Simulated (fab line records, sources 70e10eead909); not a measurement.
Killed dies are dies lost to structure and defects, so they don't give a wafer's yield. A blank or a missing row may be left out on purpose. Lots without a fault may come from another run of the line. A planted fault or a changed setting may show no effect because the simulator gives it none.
fab line records | flow nand_harc
record lots=7 wafers=19 last_day=33
route steps=1302 shown A_WL_FILL@956 END@1302
lots that met no fault: from a run of the same line without faults
start_h: hours from the record's first day to the start of the lot's first wafer shown | wait_h: hours since the lot's step before | " the same as in the row above | L1.1+2: a row that stands for several wafers | - no value, or no start given | * or withheld: withheld | < > ~ a bound
route shown NAME@n: a module of which the file shows steps, and the number in the route of the first | usual: mean/standard deviation of fault-free wafers | same: alike in all rows | chamber/n: place in a boat | sites: the reading at each site | _std_site: their standard deviation | _edge_site: outer sites' mean less inner sites' | radius_mm: how far each site lies from the wafer's centre | mask NAME#n: copy n | behind: the tool/chamber that last shaped the wafer | hold: why the lot was held/for how many hours/how that ended | device: the transistor (n, p or np) that didn't switch | end of line: the same wafers' tests at the end of the route | a step without rows: its recipe alone | killed: dies lost to structure and defects at the first sort, not the wafer's yield | map: a wafer's dies, x killed, . not, _ none there
set.NAME: the setting as run; set.NAME@STEP: as run at that earlier step | model.NAME: the simulator's own value behind a step, which no gauge read
lots at some steps of the route; a table a step, a row a wafer
services: from which hour (start_h, from the record's first day; less than 0 if before it) a tool's chamber was out of use, for how many hours, and why
## steps
# step NHARC_A_WL_FILL_CVD_03
# recipe target_thk_a=400 temp_c=300 pressure_torr=40 wf6_flow_sccm=40 h2_flow_sccm=1600 ar_flow_sccm=1560 time_s=279 material=W
# usual heater_power_w=445/79 mfc_ar_sccm=1560/5 throttle_valve_pct=7.75/0.22
# columns lot.wafer tool chamber start_h wait_h heater_power_w mfc_ar_sccm throttle_valve_pct
L779.2 cvd_w-02 1 487.78 0.1 443 1554 7.77
L779.4 " 1 " " 437 1551 7.81
L779.6 " 0 " " 366 1557 7.59
L785.4 cvd_w-01 1 573.52 0.3 388 1563 7.93
L785.5 " 0 " " 579 1559 7.49
L785.6 " 1 " " 377 1566 7.89
L792.1 cvd_w-01 1 638.78 0.1 385 1559 8.05
L792.4 " 0 " " 568 1564 7.50
L794.2 cvd_w-01 0 643.12 0.5 552 1560 7.46
L794.4 " 1 " " 397 1564 7.65
L795.4 cvd_w-01 0 655.38 0.2 572 1558 7.53
L795.5 " 0 " " 544 1556 7.45
L795.6 " 1 " " 385 1564 8.29
L798.2 cvd_w-02 1 683.02 0.1 429 1569 7.94
L798.4 " 0 " " 355 1553 7.46
L798.5 " 0 " " 359 1557 7.43
L799.3 cvd_w-01 1 697.62 0.2 393 1565 7.99
L799.4 " 0 " " 554 1558 7.69
L799.5 " 1 " " 383 1556 7.80
# step NHARC_A_WL_FILL_ETCHBACK_04
# recipe target_depth_a=600 time_s=120 chemistry=NF3
# step NHARC_A_WL_FILL_ETCHBACK_05
# recipe target_depth_a=220 time_s=60 temp_c=40 chemistry=Cl2/BCl3
# step NHARC_A_WL_FILL_STRIP_27
# recipe power_w=1500 temp_c=250 time_s=20 chemistry=N2/H2
# usual drypump_motor_current_A=5.9/0.37 heater_power_w=337/26
# columns lot.wafer tool chamber start_h wait_h drypump_motor_current_A heater_power_w rf_hours_counter_h
L779.2 plasma_asher-01 0 488.48 0.1 5.7 311 32
L779.4 " 1 " " 5.7 383 -
L779.6 " 1 " " 5.7 392 -
L785.4 plasma_asher-02 0 574.45 0.2 6.6 354 -
L785.5 " 0 " " 6.6 359 -
L785.6 " 1 " " 5.9 317 -
L792.1 plasma_asher-01 0 639.49 0.1 5.7 310 22
L792.4 " 1 " " 5.7 372 -
L794.2 plasma_asher-01 0 643.90 0.2 5.7 311 23
L794.4 " 0 " " 5.7 312 -
L795.4 plasma_asher-02 1 656.07 0.1 5.9 319 -
L795.6 " 1 " " 6.0 318 -
L795.5 " 0 " " 6.6 364 -
L798.2 plasma_asher-01 1 683.75 0.1 5.7 342 33
L798.4 " 0 " " 5.7 316 -
L798.5 " 1 " " 5.7 357 -
L799.4 plasma_asher-02 1 699.15 1.0 6.0 314 -
L799.3 " 0 " " 6.6 367 -
L799.5 " 0 " " 6.6 355 -
# step NHARC_A_WL_FILL_STRIP_28
# recipe time_s=1200 temp_c=72.5 chemistry=post_etch_residue_remover
# step NHARC_A_WL_FILL_PRECLEAN_06
# recipe time_s=300 chemistry=DIW
# step NHARC_A_WL_FILL_SRD_07
# step NHARC_A_WL_FILL_ANNEAL_08
# recipe temp_c=450 time_s=1800
# step NHARC_A_WL_FILL_ALD_10
# recipe target_thk_a=500 pulse_time_s=10 ald_cycles=500 temp_c=300 material=SiO2
# usual heater_power_w=461/44 precursor_pulse_height_rel=0.997/0.019
# same ald_cycles=500
# columns lot.wafer tool chamber start_h wait_h heater_power_w precursor_pulse_height_rel
L779.4 ald_hk-03 1 494.22 0.0 443 1.026
L779.2 " 2 " " 411 1.028
L779.6 " 2 496.78 2.6 410 0.988
L785.4 ald_hk-04 1 585.10 3.7 501 0.990
L785.5 " 3 586.15 4.8 517 0.961
L785.6 " 0 " " 521 1.009
L792.4 ald_hk-04 2 644.92 0.6 398 0.994
L792.1 " 0 645.95 1.6 518 0.986
L794.4 ald_hk-04 0 648.78 0.1 526 1.012
L794.2 " 1 " " 467 1.024
L795.4 ald_hk-04 1 661.41 0.1 476 0.998
L795.5 " 1 665.61 4.2 477 1.015
L795.6 " 2 666.66 5.3 399 1.014
L798.4 ald_hk-02 2 692.06 1.1 546 1.016
L798.2 " 3 " " 435 1.000
L798.5 " 1 693.62 2.6 410 1.023
L799.4 ald_hk-04 3 704.50 0.1 507 1.023
L799.3 " 1 705.54 1.1 474 0.972
L799.5 " 3 706.58 2.1 502 1.020
# step NHARC_A_WL_FILL_ETCHBACK_16
# recipe target_depth_a=1200 time_s=24 c4f8_flow_sccm=withheld o2_flow_sccm=8 ar_flow_sccm=withheld rf_w=600 bias_w=800 chemistry=C4F8/O2/Ar
# usual bias_w=799.9/2.7 oes_product_au=0.991/0.023 rf_vpp_V=722/3.9 run_length_s=45.2/0.5
# columns lot.wafer tool chamber start_h wait_h bias_w oes_product_au rf_hours_counter_h rf_vpp_V run_length_s
L779.2 rie_diel-01 1 - - 806.7 1.005 3.4 718 45.7
L779.4 " 2 " " 795.8 1.007 3.3 722 44.3
L779.6 " 0 " " 801.9 1.007 - 727 44.7
L785.4 rie_diel-11 1 - - 799.5 0.933 7.1 728 45.5
L785.6 " 1 " " 801.0 0.946 - 727 44.9
L785.5 " 2 " " 803.8 0.923 - 717 45.8
L792.1 rie_diel-01 3 - - 800.3 1.010 2.5 723 45.1
L792.4 " 0 " " 800.2 0.987 2.4 729 44.8
L794.4 rie_diel-01 0 - - 797.1 0.988 2.5 729 44.8
L794.2 " 3 " " 798.8 1.002 2.6 723 45.6
L795.4 rie_diel-01 1 - - 794.1 0.970 2.9 718 45.7
L795.5 " 3 " " 802.6 0.965 - 724 45.1
L795.6 " 0 " " 797.4 0.976 - 727 44.5
L798.2 rie_diel-11 0 - - 799.4 1.007 4.3 718 45.4
L798.4 " 2 " " 803.9 0.985 4.5 717 45.9
L798.5 " 0 " " 797.4 1.006 - 718 45.5
L799.3 rie_diel-11 2 - - 800.4 1.001 5.7 717 45.8
L799.5 " 1 " " 799.2 0.992 - 726 45.4
L799.4 " 3 " " 802.8 1.002 - 718 45.6
# step NHARC_A_WL_FILL_STRIP_29
# recipe time_s=20 o2_flow_sccm=500 ar_flow_sccm=0 bias_w=0 chemistry=O2
# usual drypump_motor_current_A=5.9/0.62 mfc_ar_sccm=0.012/0.011 oes_product_au=1.004/0.011 rf_vpp_V=57.7/0.91 showerhead_plenum_p_Torr=3.46/0.13 throttle_valve_pct=17.038/0.0085
# same bias_w=0
# columns lot.wafer tool chamber start_h wait_h drypump_motor_current_A mfc_ar_sccm oes_product_au rf_hours_counter_h rf_vpp_V showerhead_plenum_p_Torr throttle_valve_pct
L779.4 rie_diel-01 0 498.92 0.1 4.9 0.031 1.008 3.6 59.5 3.67 17.046
L779.2 " 3 " " 5.8 0.010 1.010 3.3 56.8 3.49 17.039
L779.6 " 1 " " 6.4 0 1.013 - 56.1 3.35 17.040
L785.4 rie_diel-11 2 588.86 0.1 6.5 0.002 1.002 6.5 58.7 3.36 17.044
L785.6 " 0 " " 6.4 0.004 1.030 - 56.6 3.36 17.050
L785.5 " 1 " " 6.5 0.020 1.022 - 59.3 3.68 17.055
L792.4 rie_diel-01 2 649.14 0.1 5.3 0.010 0.988 2.3 58.3 3.46 17.056
L792.1 " 3 " " 5.8 0.010 1.003 2.5 57.8 3.49 17.017
L794.4 rie_diel-01 2 653.52 0.1 5.3 0.010 0.985 2.4 58.7 3.46 17.040
L794.2 " 3 " " 5.8 0.010 1.001 2.6 57.8 3.49 17.021
L795.4 rie_diel-01 2 669.36 0.1 5.3 0.010 0.985 2.8 57.5 3.46 17.047
L795.6 " 1 " " 6.4 0 1.000 - 55.2 3.34 17.032
L795.5 " 2 " " 5.3 0.010 1.006 - 56.5 3.46 17.037
L798.4 rie_diel-11 3 695.78 0.1 4.9 0.029 0.989 4.6 58.7 3.32 17.041
L798.2 " 2 " " 6.5 0.002 1.009 4.5 57.2 3.35 17.045
L798.5 " 0 " " 6.4 0.004 1.021 - 58.9 3.36 17.042
L799.3 rie_diel-11 3 709.30 0.1 4.9 0.029 0.997 5.7 56.2 3.32 17.044
L799.4 " 2 " " 6.5 0.002 0.996 - 58.1 3.35 17.040
L799.5 " 3 " " 4.9 0.029 1.003 - 58.3 3.32 17.038
# step NHARC_A_WL_FILL_ETCHBACK_17
# recipe target_depth_a=40 time_s=26.7 chemistry=Cl2/BCl3
# usual drypump_motor_current_A=5.4/0.45 oes_product_au=1.000/0.0082 run_length_s=48.2/0.38
# columns lot.wafer tool chamber start_h wait_h drypump_motor_current_A oes_product_au rf_hours_counter_h run_length_s
L779.2 rie_metal-01 0 499.02 - 5.2 1.007 1.7 48.1
L779.4 " 0 " " 5.2 1.003 - 48.1
L779.6 " 0 " " 5.2 1.014 - 48.1
L785.4 rie_metal-01 0 588.98 - 5.2 1.011 - 48.5
L785.6 " 0 " " 5.2 1.021 - 48.1
L785.5 " 1 " " 5.1 1.010 - 48.2
L792.1 rie_metal-01 1 649.22 - 5.0 1.003 0.9 48.2
L792.4 " 1 " " 5.0 0.997 - 40.6
L794.2 rie_metal-01 1 653.62 - 5.0 0.998 0.9 40.2
L794.4 " 0 " " 5.2 0.989 - 40.4
L795.4 rie_metal-01 1 669.50 - 5.1 0.997 - 40.3
L795.5 " 0 " " 5.2 0.998 - 48.0
L795.6 " 1 " " 5.1 0.991 - 48.4
L798.2 rie_metal-03 1 695.86 - 6.0 0.981 2.9 48.5
L798.4 " 1 " " 6.0 0.989 - 48.1
L798.5 " 0 " " 6.2 1.005 - 48.4
L799.4 rie_metal-03 1 709.42 - 6.0 0.993 - 48.5
L799.3 " 0 " " 6.2 0.986 - 48.6
L799.5 " 0 " " 6.2 0.996 - 48.4
# step NHARC_A_WL_FILL_PRECLEAN_18
# recipe time_s=30 chemistry=dHF
# step NHARC_END_SORT_01
# recipe temp_c=25
# usual killed_at_array=59/16 killed_at_other=0.8/1.1 killed_at_periphery=3.6/2.4 killed_dies=64/16 killed_open=3.4/1.8 killed_short=2.5/1.6
# same gross_dies=677
# columns lot.wafer tool chamber start_h wait_h killed_at_array killed_at_other killed_at_periphery killed_dies killed_open killed_short
L785.4 prober-02 0 692.50 3.4 67 2 3 72 1 5
L785.5 prober-02 0 693.30 3.7 52 1 7 60 4 1
L785.6 prober-02 0 694.10 4.0 63 1 9 73 5 3
L792.1 prober-01 0 733.71 2.5 74 0 4 78 3 4
L792.4 prober-01 0 736.15 3.4 60 1 2 63 3 2
L794.2 prober-02 0 742.00 2.8 30 2 11 43 3 0
L794.4 prober-02 0 743.58 3.4 57 1 7 65 2 2
L795.4 prober-01 0 755.73 3.4 49 0 0 49 3 0
L795.5 prober-01 0 756.52 3.6 64 0 0 64 3 2
L795.6 prober-01 0 757.30 3.9 55 0 3 58 4 1
L798.2 prober-01 0 780.24 2.8 58 0 2 60 5 2
L798.4 prober-01 0 781.86 3.4 75 0 4 79 7 1
L798.5 prober-01 0 782.67 3.7 65 0 2 67 3 3
# killed by level:class
L785.4 A_CHANNEL_HOLE_D1:chamber_film_flake=32 A_CHANNEL_HOLE_D2:chamber_film_flake=21 A_CONTACT:chamber_film_flake=3 P_M0:chamber_film_flake=3 A_STAIRCASE:chamber_film_flake=3 A_WL_FILL:geometric_particle:short=2 STARTING-WAFER:geometric_particle:short=2 A_SLIT:chamber_film_flake=2
L785.5 A_CHANNEL_HOLE_D1:chamber_film_flake=20 A_CHANNEL_HOLE_D2:chamber_film_flake=15 P_M0:chamber_film_flake=5 A_DECK1_JOINT:chamber_film_flake=5 A_CONTACT:chamber_film_flake=4 A_STAIRCASE:chamber_film_flake=2 P_M2:geometric_particle:open=1 A_CHANNEL_FILL_D1:geometric_particle:open=1
L785.6 A_CHANNEL_HOLE_D1:chamber_film_flake=30 A_CHANNEL_HOLE_D2:chamber_film_flake=15 P_M0:chamber_film_flake=6 A_CONTACT:chamber_film_flake=4 A_STAIRCASE:chamber_film_flake=4 A_DECK1_JOINT:chamber_film_flake=3 A_WL_FILL:geometric_particle:open=2 P_CONTACT:geometric_particle:short=1
L792.1 A_SLIT:chamber_film_flake=36 A_CHANNEL_HOLE_D2:chamber_film_flake=13 A_CHANNEL_HOLE_D1:chamber_film_flake=10 A_CONTACT:chamber_film_flake=7 A_BLC:chamber_film_flake=2 P_CONTACT:geometric_particle:open=1 P_CONTACT:geometric_particle:short=1 A_CHANNEL_FILL_D1:geometric_particle:short=1
L792.4 A_SLIT:chamber_film_flake=33 A_CHANNEL_HOLE_D2:chamber_film_flake=12 A_CHANNEL_HOLE_D1:chamber_film_flake=8 P_CONTACT:geometric_particle:open=1 A_CHANNEL_FILL_D1:geometric_particle:open=1 A_DECK1_JOINT:geometric_particle:short=1 A_WL_FILL:geometric_particle:short=1 A_BONDPAD:geometric_particle:open=1
L794.2 A_CHANNEL_HOLE_D1:chamber_film_flake=20 P_M2:chamber_film_flake=4 P_ZERO_WELL:chamber_film_flake=3 P_GATE:chamber_film_flake=3 A_SLIT:chamber_film_flake=3 A_STAIRCASE:chamber_film_flake=3 A_CONTACT:chamber_film_flake=2 P_GATE:geometric_particle:open=1
L794.4 A_CHANNEL_HOLE_D1:chamber_film_flake=34 A_CONTACT:chamber_film_flake=6 A_SLIT:chamber_film_flake=5 A_STAIRCASE:chamber_film_flake=5 P_GATE:chamber_film_flake=4 P_M2:chamber_film_flake=2 A_WL_FILL:chamber_film_flake=2 P_M0:geometric_particle:open=1
L795.4 A_SLIT:chamber_film_flake=28 A_CHANNEL_HOLE_D1:chamber_film_flake=9 A_CHANNEL_HOLE_D2:chamber_film_flake=3 A_CONTACT:chamber_film_flake=3 A_CHANNEL_FILL_D2:geometric_particle:open=2 A_STAIRCASE:geometric_particle:open=1 A_ZERO_WELL:chamber_film_flake=1 A_STAIRCASE:chamber_film_flake=1
L795.5 A_SLIT:chamber_film_flake=38 A_CHANNEL_HOLE_D1:chamber_film_flake=13 A_CHANNEL_HOLE_D2:chamber_film_flake=3 A_CONTACT:chamber_film_flake=2 A_CHANNEL_FILL_D1:geometric_particle:open=1 A_ONON_D2:geometric_particle:short=1 A_STAIRCASE:geometric_particle:open=1 A_CONTACT:geometric_particle:open=1
L795.6 A_SLIT:chamber_film_flake=32 A_CHANNEL_HOLE_D1:chamber_film_flake=13 A_CONTACT:chamber_film_flake=3 A_CHANNEL_HOLE_D2:chamber_film_flake=2 A_STAIRCASE:chamber_film_flake=2 P_GATE:geometric_particle:open=1 P_CONTACT:geometric_particle:open=1 A_SOURCE_PLATE:geometric_particle:open=1
L798.2 A_CHANNEL_HOLE_D2:chamber_film_flake=24 A_CHANNEL_HOLE_D1:chamber_film_flake=11 A_CONTACT:chamber_film_flake=6 A_SLIT:chamber_film_flake=4 A_STAIRCASE:chamber_film_flake=3 A_M1:chamber_film_flake=3 A_CHANNEL_FILL_D2:chamber_film_flake=2 P_CONTACT:geometric_particle:open=1
L798.4 A_CHANNEL_HOLE_D2:chamber_film_flake=30 A_CONTACT:chamber_film_flake=10 A_CHANNEL_HOLE_D1:chamber_film_flake=9 A_STAIRCASE:chamber_film_flake=7 A_SLIT:chamber_film_flake=6 A_M1:chamber_film_flake=6 P_STI:geometric_particle:open=1 P_M0:geometric_particle:open=1
L798.5 A_CHANNEL_HOLE_D2:chamber_film_flake=23 A_CHANNEL_HOLE_D1:chamber_film_flake=13 A_CONTACT:chamber_film_flake=10 A_SLIT:chamber_film_flake=8 A_STAIRCASE:chamber_film_flake=6 P_CONTACT:geometric_particle:short=1 P_M0:geometric_particle:open=1 A_ONON_D1:geometric_particle:short=1
## services
# columns tool chamber start_h hours kind
ald_hk-03 - 501.33 2.7 repair
plasma_asher-01 - 519.00 9.0 pm
rie_metal-03 - 522.67 9.0 pm
rie_diel-01 0 523.80 4.2 repair
rie_diel-01 2 524.22 2.5 repair
ald_hk-02 - 532.96 10.0 pm
cvd_w-02 0 538.45 4.4 repair
rie_diel-01 3 539.94 8.5 repair
cvd_w-02 - 541.56 1.1 repair
cvd_w-01 - 547.00 13.0 pm
rie_diel-01 - 557.81 9.0 pm
rie_metal-01 1 569.71 6.3 repair
rie_metal-01 - 575.00 9.0 pm
rie_diel-11 - 602.07 0.5 repair
plasma_asher-02 - 603.32 9.0 pm
rie_diel-11 - 609.50 9.0 pm
ald_hk-04 - 612.65 10.0 pm
rie_diel-01 0 630.48 12.9 repair
cvd_w-02 - 631.00 13.0 pm
plasma_asher-02 - 676.38 1.5 repair
plasma_asher-01 - 696.00 9.0 pm
rie_metal-03 - 699.67 9.0 pm
rie_diel-01 3 705.43 12.5 repair
rie_diel-11 0 709.06 16.4 repair
## key
first_sign step=NHARC_A_WL_FILL_ETCHBACK_17 reading=run_length_s direction=down sigmas=21 usual=* struck=*
effect none on later readings
met_at NHARC_A_WL_FILL_ETCHBACK_17
struck_wafers L792.4,L794.2,L794.4,L795.4
tester_left_out L792,L794,L795
onset_between 588.98 649.22
fault kind=process_parameter_drift tool=rie_metal-01 chamber=- onset_h=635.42 steps=NHARC_A_WL_FILL_ETCHBACK_17 channel=time_s offset=* shape=step end_h=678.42 scope=struck_wafers_only acts_in=* stated=*
# tester_left_out: of these lots the tester's yield and bins aren't shown, on N5 and GAA mostly nor the transistor test; their killed dies are dies lost to structure and defects alone, not to doping, threshold or leakage, so they don't give the yield
